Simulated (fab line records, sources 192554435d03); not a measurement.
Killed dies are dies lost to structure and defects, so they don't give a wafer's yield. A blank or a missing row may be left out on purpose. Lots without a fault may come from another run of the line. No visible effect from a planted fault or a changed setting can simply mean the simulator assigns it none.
A single fault, viewed from 2 desks / flow n5_finfet / only its own numbers are on each desk; what lay behind them is given at the end

## FOR THE TOOL OWNER'S DESK: arfi_scanner-02
The tool's own readings at N5_PMOS_HMC_CHANNEL_EPI_EXPOSE_06 (exposes mask PMOS HMC BLK, target cd 240 nm): means of the sampled wafers that have a number, for each lot that ran on this tool. Marked OUT: a lot whose mean sits more than 4 standard deviations from the usual mean, which makes it out of limits; the brackets give that distance.
Columns: A = exposure_dose_mJ_cm2 at N5_PMOS_HMC_CHANNEL_EPI_EXPOSE_06, usual 40.97
lot=L743; first seen here=day 3 11:11; A=41.03
lot=L745; first seen here=day 4 00:17; A=41.01
lot=L747; first seen here=day 4 12:17; A=40.99
lot=L753; first seen here=day 5 23:36; A=35.67 (-99 or more) OUT
lot=L754; first seen here=day 6 05:13; A=36.68 (-93) OUT
This desk's verdict: out of limits on L753, L754, starting with L753 at day 5 23:36 (exposure_dose_mJ_cm2 at N5_PMOS_HMC_CHANNEL_EPI_EXPOSE_06). L743, L745, L747 stayed within limits.

## AT THE METROLOGY DESK
What the gauges read for every lot (on any tool): the sampled wafers with a number, averaged. Marked OUT: a lot whose mean sits more than 4 standard deviations from the usual mean, which makes it out of limits; the brackets give that distance. Shown are 7 of the 11 readings it has, namely the first that went out of limits plus those furthest out on some lot.
Columns: A = cd_nm at N5_PMOS_HMC_CHANNEL_EPI_CD_MEAS_09, usual 237.6 nm; B = DIBL_N at N5_BEOL_M4_RC_MEAS_101, usual 35.8 mV/V; C = DIBL_P at N5_BEOL_M4_RC_MEAS_101, usual 36.0 mV/V; D = IOFF_P at N5_BEOL_M4_RC_MEAS_101, usual 0.21 nA/um; E = ION_N at N5_BEOL_M4_RC_MEAS_101, usual 673 uA/um; F = SS_N at N5_BEOL_M4_RC_MEAS_101, usual 71.4 mV/dec; G = VT_P at N5_BEOL_M4_RC_MEAS_101, usual -250 mV
lot=L738; first seen here=day 2 05:55; A=238.6; B=36.7; C=38.9; D=0.29; E=683; F=71.5; G=-242
lot=L741; first seen here=day 2 23:26; A=237.2; B=33.9; C=34.7; D=0.18; E=670; F=71.2; G=-252
lot=L743; first seen here=day 3 11:19; A=237.5; B=32.9; C=32.2; D=0.15; E=653; F=70.4; G=-255
lot=L745; first seen here=day 4 00:24; A=237.3; B=35.6; C=36.2; D=0.20; E=682; F=71.4; G=-250
lot=L747; first seen here=day 4 12:25; A=236.4; B=36.1; C=37.6; D=0.21; E=672; F=71.7; G=-251
lot=L749; first seen here=day 4 22:50; A=237.5; B=34.5; C=35.3; D=0.21; E=675; F=71.4; G=-249
lot=L753; first seen here=day 5 23:44; A=224.8 (-14) OUT; B=35.8; C=36.7; D=0.20; E=671; F=71.5; G=-251
lot=L754; first seen here=day 6 05:20; A=229.3 (-8.9) OUT; B=34.5; C=33.2; D=0.15; E=660; F=71.1; G=-256
lot=L758; first seen here=day 7 05:10; A=236.1; B=34.9; C=34.1; D=0.18; E=672; F=71.0; G=-253
This desk's verdict: out of limits on L753, L754, starting with L753 at day 5 23:44 (cd_nm at N5_PMOS_HMC_CHANNEL_EPI_CD_MEAS_09). L738, L741, L743, L745, L747, L749, L758 stayed within limits.

## TAKEN TOGETHER
On L753, L754, at day 5 23:36, an alarm was possible from the tool owner's desk.
The metrology desk could have raised an alarm at day 5 23:44, on L753, L754.
Every lot named ran N5_PMOS_HMC_CHANNEL_EPI_EXPOSE_06 on arfi_scanner-02.

## WHAT THE SIMULATOR HAD INSERTED
Process parameters drifting: arfi_scanner-02 at N5_PMOS_HMC_CHANNEL_EPI_EXPOSE_06, beginning at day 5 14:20. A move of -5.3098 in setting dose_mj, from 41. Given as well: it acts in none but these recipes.
Shown lots that were struck: L753, L754.
Hours from the fault's start to each desk's first reading out of limits: the tool owner's desk, 9; the metrology desk, 9.
